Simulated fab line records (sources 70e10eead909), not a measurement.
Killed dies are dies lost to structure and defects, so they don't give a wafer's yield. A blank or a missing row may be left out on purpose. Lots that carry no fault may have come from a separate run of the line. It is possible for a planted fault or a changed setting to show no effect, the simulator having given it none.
Chamber matching -- flow nandHarc -- NHARC_A_CONTACT_ETCH_106 on rieDiel-05: 3 sister chambers
The step etches the open film in CF4/O2, target depth 90 nm, overetch 9 nm, time 49.5 s. 14 wafers are shown with their chamber, then 4 later ones without.

## WAFERS PAIRED WITH THEIR CHAMBERS
wafer,chamber,drypumpMotorCurrentA (A),showerheadPlenumPTorr (Torr),cf4FlowSccm (sccm)
L273.4,0,5.47,1.33,80.32
L273.5,2,5.71,1.23,80.23
L273.6,3,5.64,1.26,80.24
L274.1,2,5.71,1.23,79.61
L274.5,2,5.72,1.23,79.83
L274.6,3,5.66,1.26,80.15
L276.6,0,5.49,1.33,80.09
L280.6,0,5.49,1.33,80.14
L290.1,2,5.71,1.44,80.02
L290.3,0,5.52,1.32,79.91
L290.5,2,5.70,1.44,80.22
L292.2,0,5.50,1.32,80.08
L292.5,3,5.65,1.25,80.09
L292.6,2,5.71,1.44,80.03

SIGNATURES (averages over the wafers above)
reading,chamber 0,chamber 2,chamber 3,scatter within a chamber
drypumpMotorCurrentA,5.4940,5.7100,5.6500,0.0125
showerheadPlenumPTorr,1.3260,1.3350,1.2567,0.0777
cf4FlowSccm,80.1080,79.9900,80.1600,0.186
Rule: distance of a wafer from a chamber = root of the sum over the readings of ((wafer's reading minus chamber's mean) / reading's scatter) squared. The wafer belongs to the nearest chamber; if the next one is less than 2 further off, it can't be placed. How the scatter is found: for the shown wafers, subtract from each reading the mean of its chamber, square and add these, divide the total by (wafers less chambers), then take the root.

## WAFERS WITHOUT THEIR CHAMBER
wafer,drypumpMotorCurrentA (A),showerheadPlenumPTorr (Torr),cf4FlowSccm (sccm)
L293.2,5.72,1.44,79.75
L293.5,5.50,1.32,80.12
L295.1,5.46,1.32,79.97
L295.3,5.68,1.44,80.25

## EACH ONE'S CHAMBER
wafer,from the rows above,in truth
L293.2,2,2
L293.5,0,0
L295.1,0,0
L295.3,can't be placed: 2 or 3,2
Correct placement for 3 of the 4. These rows do not allow placing 1 (true chamber among the candidates in 1). 0 placed wrongly.
